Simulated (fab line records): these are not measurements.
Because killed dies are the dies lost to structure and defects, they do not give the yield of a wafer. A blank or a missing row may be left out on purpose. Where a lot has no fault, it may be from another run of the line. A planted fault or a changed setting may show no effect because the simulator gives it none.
Matching of chambers | flow nandHarc | NHARC_THIN_TSV_CMP_01 on cmp-02 has 4 sister chambers
The step polishes. 8 wafers are shown with their chamber, then 11 later ones without.

## EACH WAFER AND ITS CHAMBER
wafer  | chamber | motorCurrentA (A) | slurryFlowMlMin
L478.2 | 0       | 11.8              | 150.0
L478.4 | 1       | 12.8              | 150.2
L479.4 | 2       | 10.0              | 150.3
L479.6 | 3       | 12.6              | 150.5
L480.1 | 0       | 11.2              | 149.9
L480.2 | 1       | 13.1              | 149.5
L480.3 | 2       | 10.0              | 149.6
L481.1 | 3       | 12.7              | 149.7

## WAFERS WITH NO CHAMBER GIVEN
wafer  | motorCurrentA (A) | slurryFlowMlMin
L481.5 | 10.4              | 149.8
L481.6 | 12.7              | 151.0
L484.1 | 11.5              | 149.7
L484.2 | 10.1              | 149.5
L484.5 | 9.9               | 149.6
L482.2 | 11.7              | 149.4
L482.5 | 11.2              | 150.5
L482.6 | 12.7              | 150.2
L487.1 | 12.0              | 150.5
L487.2 | 12.8              | 150.0
L487.4 | 10.0              | 150.4

## THE CHAMBER EACH PASSED THROUGH
wafer  | from the rows above          | in truth
L481.5 | 2                            | 2
L481.6 | can't be placed: 3 or 1      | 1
L484.1 | 0                            | 0
L484.2 | 2                            | 2
L484.5 | 2                            | 2
L482.2 | 0                            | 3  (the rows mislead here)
L482.5 | 0                            | 0
L482.6 | can't be placed: 3 or 1      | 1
L487.1 | can't be placed: 0 or 3 or 1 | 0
L487.2 | can't be placed: 3 or 1      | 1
L487.4 | 2                            | 2
6 of 11 placed correctly. From these rows, 4 cannot be placed; in 4 the true chamber is one of the candidates. 1 placed wrongly.
How it was worked out, from the rows above alone: a wafer's distance from a chamber is the root of the sum, over the readings, of the square of ((its reading less the chamber's mean) divided by the reading's scatter). The wafer belongs to the nearest chamber; if the next one is less than 2 further off, it can't be placed. Each chamber's mean is taken over the wafers shown for it. The scatter: take each reading less its chamber's mean, square it, sum over the shown wafers, divide by the number of wafers less the number of chambers, and take the root.
